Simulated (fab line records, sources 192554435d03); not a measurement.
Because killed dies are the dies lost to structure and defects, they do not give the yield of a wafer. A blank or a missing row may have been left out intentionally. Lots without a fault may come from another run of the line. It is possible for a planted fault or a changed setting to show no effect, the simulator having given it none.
fab line records ; flow n5_finfet ; part 2 of 2: steps 21 to 30 of 30
record: lots: 5; wafers: 15; last_day: 17
route steps=1938 shown BEOL_M9@1408
lots untouched by any fault: they come from a run of this same line in which no faults occurred
start_h: start of the lot's first displayed wafer, in hours after the record's first day ; wait_h: hours from the lot's prior step to this one ; " repeats the value in the row above ; L1.1+2: a single row standing in for several wafers ; - no value, or no start given ; * or withheld: withheld ; < > ~ a bound
route shown NAME@n: a module of which the file shows steps, and the number in the route of the first ; usual: the fault-free wafers' mean and standard deviation ; same: alike in all rows ; chamber/n: place in a boat ; sites: each site's reading ; _std_site: standard deviation across them ; _edge_site: outer sites' mean less inner sites' ; radius_mm: for every site, how far away it sits from the centre of the wafer ; mask NAME#n: copy n ; behind: the most recent tool/chamber to have shaped the wafer ; hold: what put the lot on hold/how long, in hours/how the hold closed ; device: the transistor (n, p or np) that didn't switch ; end of line: at the end of the route, the tests of the same wafers ; step lacking rows: just its recipe ; killed: at the first sort, the dies lost to defects and structure; wafer yield is something else ; map: per-die view of a wafer (x killed, . not killed, _ where there is no die)
set.NAME: the run value of the setting; set.NAME@STEP: its run value at that earlier step ; model.NAME: the simulator's own value behind a step, which no gauge read
lots seen at some steps along the route; tables by step, rows by wafer
services: the hour from which a tool's chamber was out of use, counted from the record's first day as start_h (under 0 if before that day), plus the number of hours and why
== steps ==
step: N5_BEOL_M9_COAT_22
recipe: resist: CAR-EUV; spin_rpm: 1500; resist_thk_nm: 30
usual: resist_line_temp_C: 23.01/0.09
lot.wafer;tool;chamber;start_h;wait_h;resist_line_temp_C
L074.2;litho_track-05;0;-;-;23.16
L074.3;litho_track-05;0;-;-;23.04
L074.6;litho_track-05;0;-;-;23.10
L080.3;litho_track-04;0;-;-;23.22
L080.4;litho_track-04;0;-;-;22.93
L080.6;litho_track-04;0;-;-;22.85
L084.2;litho_track-01;0;-;-;23.06
L084.3;litho_track-01;0;-;-;23.13
L084.6;litho_track-01;0;-;-;23.08
L091.2;litho_track-01;0;-;-;22.76
L091.3;litho_track-01;0;-;-;22.85
L091.6;litho_track-01;0;-;-;22.93
L092.2;litho_track-04;0;-;-;23.09
L092.3;litho_track-04;0;-;-;22.97
L092.6;litho_track-04;0;-;-;22.91
step: N5_BEOL_M9_EBR_24
recipe: solvent: PGMEA; ebr_width_mm: 1.5
usual: resist_line_temp_C: 23.02/0.11
lot.wafer;tool;chamber;start_h;wait_h;resist_line_temp_C
L074.2;litho_track-05;0;-;-;23.23
L074.3;litho_track-05;0;-;-;22.96
L074.6;litho_track-05;0;-;-;23.00
L080.3;litho_track-04;0;-;-;23.14
L080.4;litho_track-04;0;-;-;23.21
L080.6;litho_track-04;0;-;-;23.13
L084.2;litho_track-01;0;-;-;23.03
L084.3;litho_track-01;0;-;-;22.96
L084.6;litho_track-01;0;-;-;22.85
L091.2;litho_track-01;0;-;-;22.95
L091.3;litho_track-01;0;-;-;23.02
L091.6;litho_track-01;0;-;-;22.88
L092.2;litho_track-04;0;-;-;23.11
L092.3;litho_track-04;0;-;-;23.21
L092.6;litho_track-04;0;-;-;23.02
step: N5_BEOL_M9_SOFTBAKE_23
recipe: temp_c: 110; time_s: 60; resist: CAR-EUV
usual: resist_line_temp_C: 23.02/0.1
lot.wafer;tool;chamber;start_h;wait_h;resist_line_temp_C
L074.2;litho_track-05;0;-;-;23.03
L074.3;litho_track-05;0;-;-;23.06
L074.6;litho_track-05;0;-;-;22.90
L080.3;litho_track-04;0;-;-;23.08
L080.4;litho_track-04;0;-;-;23.20
L080.6;litho_track-04;0;-;-;23.13
L084.2;litho_track-01;0;-;-;23.01
L084.3;litho_track-01;0;-;-;22.94
L084.6;litho_track-01;0;-;-;22.96
L091.2;litho_track-01;0;-;-;22.88
L091.3;litho_track-01;0;-;-;22.99
L091.6;litho_track-01;0;-;-;22.87
L092.2;litho_track-04;0;-;-;22.96
L092.3;litho_track-04;0;-;-;23.15
L092.6;litho_track-04;0;-;-;23.13
step: N5_BEOL_M9_EXPOSE_25
recipe: mask_id: V8; na: 0.33; source_shape: annular; sigma_inner: 0.4; sigma_outer: 0.8; polarization: unpolarized; dose_mj: 37.25
lot.wafer;tool;chamber;start_h;wait_h;mask
L074.2+3+6;euv_scanner-01;0;213.67;-;V8#0
L080.3+4+6;euv_scanner-02;0;283.79;-;V8#0
L084.2+3+6;euv_scanner-02;0;295.44;-;V8#0
L091.2+3+6;euv_scanner-01;0;341.37;-;V8#0
L092.2+3+6;euv_scanner-01;0;343.48;-;V8#0
step: N5_BEOL_M9_PEB_26
recipe: peb_temp_c: 100; peb_time_s: 60; resist: CAR-EUV
usual: resist_line_temp_C: 23.03/0.11
lot.wafer;tool;chamber;start_h;wait_h;resist_line_temp_C
L074.2;litho_track-04;0;213.72;0.0;22.92
L074.3;litho_track-04;0;213.72;0.0;22.94
L074.6;litho_track-04;0;213.72;0.0;23.02
L080.3;litho_track-04;0;283.84;0.0;23.30
L080.4;litho_track-04;0;283.84;0.0;23.10
L080.6;litho_track-04;0;283.84;0.0;23.11
L084.2;litho_track-04;0;295.50;0.0;22.98
L084.3;litho_track-04;0;295.50;0.0;23.04
L084.6;litho_track-04;0;295.50;0.0;22.95
L091.2;litho_track-01;0;341.43;0.0;22.93
L091.3;litho_track-01;0;341.43;0.0;23.10
L091.6;litho_track-01;0;341.43;0.0;22.92
L092.2;litho_track-05;0;343.54;0.0;23.09
L092.3;litho_track-05;0;343.54;0.0;23.04
L092.6;litho_track-05;0;343.54;0.0;23.10
step: N5_BEOL_M9_DEVELOP_27
recipe: develop_time_s: 30; developer: TMAH; resist: CAR-EUV; rinse_liquid: surfactant_rinse; dry: air_spin; dev_temp_c: 23
usual: resist_line_temp_C: 23.02/0.098
lot.wafer;tool;chamber;start_h;wait_h;resist_line_temp_C
L074.2;litho_track-04;0;-;-;23.08
L074.3;litho_track-04;0;-;-;23.13
L074.6;litho_track-04;0;-;-;22.91
L080.3;litho_track-04;0;-;-;22.96
L080.4;litho_track-04;0;-;-;22.94
L080.6;litho_track-04;0;-;-;23.02
L084.2;litho_track-04;0;-;-;23.22
L084.3;litho_track-04;0;-;-;23.08
L084.6;litho_track-04;0;-;-;23.04
L091.2;litho_track-01;0;-;-;22.95
L091.3;litho_track-01;0;-;-;23.15
L091.6;litho_track-01;0;-;-;23.16
L092.2;litho_track-05;0;-;-;23.06
L092.3;litho_track-05;0;-;-;22.97
L092.6;litho_track-05;0;-;-;23.18
step: N5_BEOL_M9_CD_MEAS_28
recipe: target_cd_nm: 70; landing_energy_ev: 500; detector: se_inlens; polarity: opening
usual: cd_nm: 69.98/0.26
lot.wafer;tool;chamber;start_h;wait_h;cd_nm
L074.2;cd_sem-01;0;213.79;-;70.06
L074.3;cd_sem-01;0;213.79;-;70.05
L074.6;cd_sem-01;0;213.79;-;69.82
L080.3;cd_sem-01;0;283.90;-;69.69
L080.4;cd_sem-01;0;283.90;-;69.76
L080.6;cd_sem-01;0;283.90;-;69.57
L084.2;cd_sem-03;0;295.57;-;70.16
L084.3;cd_sem-03;0;295.57;-;69.95
L084.6;cd_sem-03;0;295.57;-;70.56
L091.2;cd_sem-02;0;341.49;-;70.20
L091.3;cd_sem-02;0;341.49;-;69.48
L091.6;cd_sem-02;0;341.49;-;70.06
L092.2;cd_sem-01;0;343.61;-;70.27
L092.3;cd_sem-01;0;343.61;-;70.43
L092.6;cd_sem-01;0;343.61;-;70.29
step: N5_BEOL_M9_OVL_MEAS_29
recipe: points_per_wafer: 522
usual: V8_OVL: 0.2/0.78
lot.wafer;tool;chamber;start_h;wait_h;V8_OVL[nm]
L074.2;overlay-01;0;213.82;0.0;0.6
L074.3;overlay-01;0;213.82;0.0;0.3
L074.6;overlay-01;0;213.82;0.0;0.3
L080.3;overlay-02;0;283.94;0.0;0.5
L080.4;overlay-02;0;283.94;0.0;1.0
L080.6;overlay-02;0;283.94;0.0;0.8
L084.2;overlay-01;0;295.60;0.0;1.4
L084.3;overlay-01;0;295.60;0.0;0.5
L084.6;overlay-01;0;295.60;0.0;0.4
L091.2;overlay-01;0;341.53;0.0;1.1
L091.3;overlay-01;0;341.53;0.0;0.5
L091.6;overlay-01;0;341.53;0.0;0.5
L092.2;overlay-01;0;343.64;0.0;0.3
L092.3;overlay-01;0;343.64;0.0;0.3
L092.6;overlay-01;0;343.64;0.0;1.2
step: N5_BEOL_M9_INSPECT_30
recipe: mode: adi; inspect_instrument: brightfield
usual: raw_defect_count: 459/110
lot.wafer;tool;chamber;start_h;wait_h;raw_defect_count
L074.2;defect_inspect-02;-;213.88;0.0;581
L074.3;defect_inspect-02;-;213.88;0.0;509
L074.6;defect_inspect-02;-;213.88;0.0;560
L080.3;defect_inspect-02;-;283.99;0.0;344
L080.4;defect_inspect-02;-;283.99;0.0;477
L080.6;defect_inspect-02;-;283.99;0.0;498
L084.2;defect_inspect-01;-;295.66;0.0;493
L084.3;defect_inspect-01;-;295.66;0.0;448
L084.6;defect_inspect-01;-;295.66;0.0;510
L091.2;defect_inspect-02;-;341.58;0.0;525
L091.3;defect_inspect-02;-;341.58;0.0;459
L091.6;defect_inspect-02;-;341.58;0.0;349
L092.2;defect_inspect-02;-;343.70;0.0;584
L092.3;defect_inspect-02;-;343.70;0.0;736
L092.6;defect_inspect-02;-;343.70;0.0;481
step: N5_BEOL_M9_DESCUM_33
recipe: chemistry: O2; time_s: 7; source_power_w: 50; bias_power_w: 20; pressure_mtorr: 20; rf_frequency_hz: 2.712e+07; temp_c: 40; resist: CAR-EUV; o2_flow_sccm: 225
usual: drypump_motor_current_A: 5.7/0.52; oes_product_au: 0.77/0.1; rf_vpp_V: 243.1/1.4; showerhead_plenum_p_Torr: 2.09/0.064; throttle_valve_pct: 20.50/0.28
lot.wafer;tool;chamber;start_h;wait_h;drypump_motor_current_A;oes_product_au;rf_hours_counter_h;rf_vpp_V;showerhead_plenum_p_Torr;throttle_valve_pct
L074.2;rie_diel-04;1;213.91;0.0;6.6;0.76;171;240.6;2.00;20.60
L074.3;rie_diel-04;0;213.91;0.0;6.1;0.71;191;243.8;2.08;20.60
L074.6;rie_diel-04;2;213.91;0.0;5.5;0.76;-;243.0;2.18;20.53
L080.3;rie_diel-05;2;284.03;0.0;5.5;0.91;17;241.8;2.05;20.02
L080.4;rie_diel-05;1;284.03;0.0;6.7;0.69;238;243.4;2.06;20.70
L080.6;rie_diel-05;0;284.03;0.0;5.4;0.67;-;243.6;2.06;20.59
L084.2;rie_diel-04;2;295.69;0.0;5.5;0.73;203;244.7;2.17;20.56
L084.3;rie_diel-04;1;295.69;0.0;6.6;0.74;197;241.1;1.99;20.67
L084.6;rie_diel-04;3;295.69;0.0;5.7;0.93;-;245.5;2.23;20.47
L091.2;rie_diel-05;3;341.62;0.0;5.6;0.69;241;241.7;2.06;21.01
L091.3;rie_diel-05;1;341.62;0.0;6.7;0.67;256;242.5;2.05;20.72
L091.6;rie_diel-05;3;341.62;0.0;5.6;0.69;-;242.6;2.06;21.01
L092.2;rie_diel-05;1;343.73;0.0;6.7;0.67;256;241.9;2.05;20.72
L092.3;rie_diel-05;0;343.73;0.0;5.4;1.00;1;244.8;2.05;20.25
L092.6;rie_diel-05;2;343.73;0.0;5.5;0.86;-;242.8;2.04;20.07
== services ==
tool;chamber;start_h;hours;kind
arfi_scanner-02;-;187.75;20.3;repair
euv_scanner-02;-;197.40;1.0;pm
euv_scanner-01;-;198.41;1.0;pm
rie_diel-02;0;202.66;7.8;repair
rie_diel-02;2;206.69;6.6;repair
arfi_scanner-02;-;209.32;0.8;pm
arfi_scanner-02;-;222.06;4.9;pm
arfi_scanner-02;-;227.95;1.0;pm
rie_metal-03;1;239.02;11.6;repair
euv_scanner-02;-;247.50;4.6;pm
euv_scanner-02;-;253.55;1.0;pm
euv_scanner-01;-;254.56;1.0;pm
rie_metal-03;-;258.26;0.4;repair
arfi_scanner-01;-;258.29;0.8;pm
arfi_scanner-01;-;266.43;1.0;pm
rie_diel-02;3;267.45;4.0;repair
arfi_scanner-01;-;272.60;1.3;pm
rie_diel-02;-;275.75;2.8;pm
euv_scanner-01;-;276.89;25.6;repair
arfi_scanner-01;-;277.39;1.0;pm
euv_scanner-01;-;303.59;4.6;pm
arfi_scanner-01;-;305.91;3.1;pm
euv_scanner-02;-;309.70;1.0;pm
euv_scanner-01;-;310.71;1.0;pm
